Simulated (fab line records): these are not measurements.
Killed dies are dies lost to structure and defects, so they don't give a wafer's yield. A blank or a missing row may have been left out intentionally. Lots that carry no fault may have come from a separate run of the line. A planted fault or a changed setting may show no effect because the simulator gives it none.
A struck lot beside a sound one / flow nand-harc / 31 out of 1302 route steps
Sound: these wafers, L248.1, L248.4, L248.6. The struck wafers were L265.2, L265.3, L265.6. The cause is given at the end.
Per side, at each step with rows, come the tool, then ch with its chambers, and then its first start. Under that, the readings that differ: sound wafers / struck wafers / difference of the means / sigmas: that difference in standard deviations of wafers without a fault.
alike: readings with means less than 2 such deviations apart, plus words and numbers identical on both sides. not compared: withheld readings, readings lacking a value on some wafer, bounds such as >300 that could conceal the same value, and numbers that have no deviation in the record and whose values overlap.
A row with sigmas, a row that says differs or no value, or rows on one side alone: a step with any of these is where the two part. Non-overlapping numbers with no deviation appear without sigmas and do not part them. Lack of a reading on every wafer of one side parts them only where that side has two or more wafers.

first, 1 step without rows for these wafers: NHARC_A_CHANNEL_HOLE_D2_SRD_30.
NHARC_A_CHANNEL_HOLE_D2_CD_MEAS_31:
  sound on cd-sem-01 at day 14 13:07; struck on cd-sem-03 at day 21 23:50
  alike: cd-nm
then, 1 step without rows for these wafers: NHARC_A_CHANNEL_HOLE_D2_XSEM_32.
NHARC_A_CHANNEL_HOLE_D2_INSPECT_40:
  sound on defect-inspect-01 at day 14 13:19; struck on defect-inspect-02 at day 22 00:01
  alike: raw-defect-count
then, 2 steps without rows for these wafers: NHARC_A_CHANNEL_FILL_D2_PRECLEAN_00 (cleans in SC1); NHARC_A_CHANNEL_FILL_D2_SRD_01.
NHARC_A_CHANNEL_FILL_D2_ALD_02: deposits SiO2, target thk 6 nm, pulse time 10 s, ald cycles 60.
  sound on ald-hk-02 ch 0,2,3, day 14 13:38; struck on ald-hk-02 ch 1,2, day 22 00:13
  alike: heater-power-w, precursor-pulse-height-rel
NHARC_A_CHANNEL_FILL_D2_ALD_03: deposits SiNx, target thk 6 nm, pulse time 60 s, ald cycles 58.
  sound: ald-sin-batch-03 ch 0; struck: ald-sin-batch-02 ch 0
reading=precursor-pulse-height-rel; sound=0.969 0.993 0.963; struck=0.999 1.006 1.052; difference=+0.044; sigmas=+2
then, 4 steps without rows for these wafers: NHARC_A_CHANNEL_FILL_D2_ALD_14 (deposits SiO2, target thk 2.5 nm, pulse time 10 s, ald cycles 25); NHARC_A_CHANNEL_FILL_D2_ALD_15 (deposits SiNx, target thk 2 nm, pulse time 60 s, ald cycles 19); NHARC_A_CHANNEL_FILL_D2_ALD_16 (deposits SiO2, target thk 1.5 nm, pulse time 10 s, ald cycles 15); NHARC_A_CHANNEL_FILL_D2_ANNEAL_17 (time 1800 s).
NHARC_A_CHANNEL_FILL_D2_CVD_18: deposits poly-Si, target thk 3 nm.
  sound on lpcvd-poly-02 ch 0, day 15 10:40; struck on lpcvd-poly-02 ch 0, day 22 22:59
  alike: zone-power-lower-pct
NHARC_A_CHANNEL_FILL_D2_ETCHBACK_19: etches the open film in HBr/Cl2, target depth 5 nm, time 1.7 s.
  sound on rie-si-06 ch 0,1,2, day 15 12:43; struck on rie-si-04 ch 1,2, day 23 01:02
  alike: drypump-motor-current-A, oes-product-au, throttle-valve-pct
  not compared: rf-hours-counter-h
then, 8 steps without rows for these wafers: NHARC_A_CHANNEL_FILL_D2_ETCHBACK_20 (etches the open film in C4F8/O2/Ar, target depth 27 nm, time 13.5 s); NHARC_A_CHANNEL_FILL_D2_STRIP_28 (strips in O2, time 20 s); NHARC_A_CHANNEL_FILL_D2_PRECLEAN_21 (cleans in dHF, time 30 s); NHARC_A_CHANNEL_FILL_D2_SRD_23; NHARC_A_CHANNEL_FILL_D2_CVD_05 (deposits poly-Si, target thk 5 nm); NHARC_A_CHANNEL_FILL_D2_ANNEAL_22 (time 7200 s); NHARC_A_CHANNEL_FILL_D2_ALD_25 (deposits SiOx, target thk 60 nm, pulse time 10 s, ald cycles 600); NHARC_A_CHANNEL_FILL_D2_ETCHBACK_08 (etches the open film in C4F8, target depth 220 nm, time 110 s).
NHARC_A_CHANNEL_FILL_D2_STRIP_29: strips in O2, time 20 s.
  sound: rie-diel-04 ch 1,3; struck: rie-diel-10 ch 0,2
  alike: drypump-motor-current-A, oes-product-au, rf-vpp-V, showerhead-plenum-p-Torr, throttle-valve-pct
  not compared: rf-hours-counter-h
then, 5 steps without rows for these wafers: NHARC_A_CHANNEL_FILL_D2_PRECLEAN_30 (cleans in dHF, time 30 s); NHARC_A_CHANNEL_FILL_D2_SRD_31; NHARC_A_CHANNEL_FILL_D2_CVD_09 (deposits poly-Si, target thk 150 nm, time 3000 s); NHARC_A_CHANNEL_FILL_D2_CMP_10 (polishes, target thk 150 nm); NHARC_A_CHANNEL_FILL_D2_SRD_12.
NHARC_A_CHANNEL_FILL_D2_RTA_24: time 5 s.
  sound on rtp-anneal-02 ch 0, day 16 13:19; struck on rtp-anneal-01 ch 0, day 24 01:37
  alike: lamp-power-pct, lamp_zone_6_pct, wafer_temp_C_max
NHARC_A_CHANNEL_FILL_D2_INSPECT_13:
  sound on defect-inspect-01 at day 16 13:31; struck on defect-inspect-02 at day 24 01:47
  alike: raw-defect-count
-- the record jumps here: 9 days lie between the struck wafers' starts before and after (it left off in module A_CHANNEL_FILL_D2 and takes up again in module END, whose first step shown is number 1302 of the route) --
NHARC_END_SORT_01:
  here the record holds rows for the struck wafers (prober-01 ch 0, day 32 18:17) but none for the sound ones

## WHERE THEY PART
Earliest at NHARC_A_CHANNEL_FILL_D2_ALD_03; latest, in this record, at NHARC_END_SORT_01.

WHY: what had been put in by the simulator
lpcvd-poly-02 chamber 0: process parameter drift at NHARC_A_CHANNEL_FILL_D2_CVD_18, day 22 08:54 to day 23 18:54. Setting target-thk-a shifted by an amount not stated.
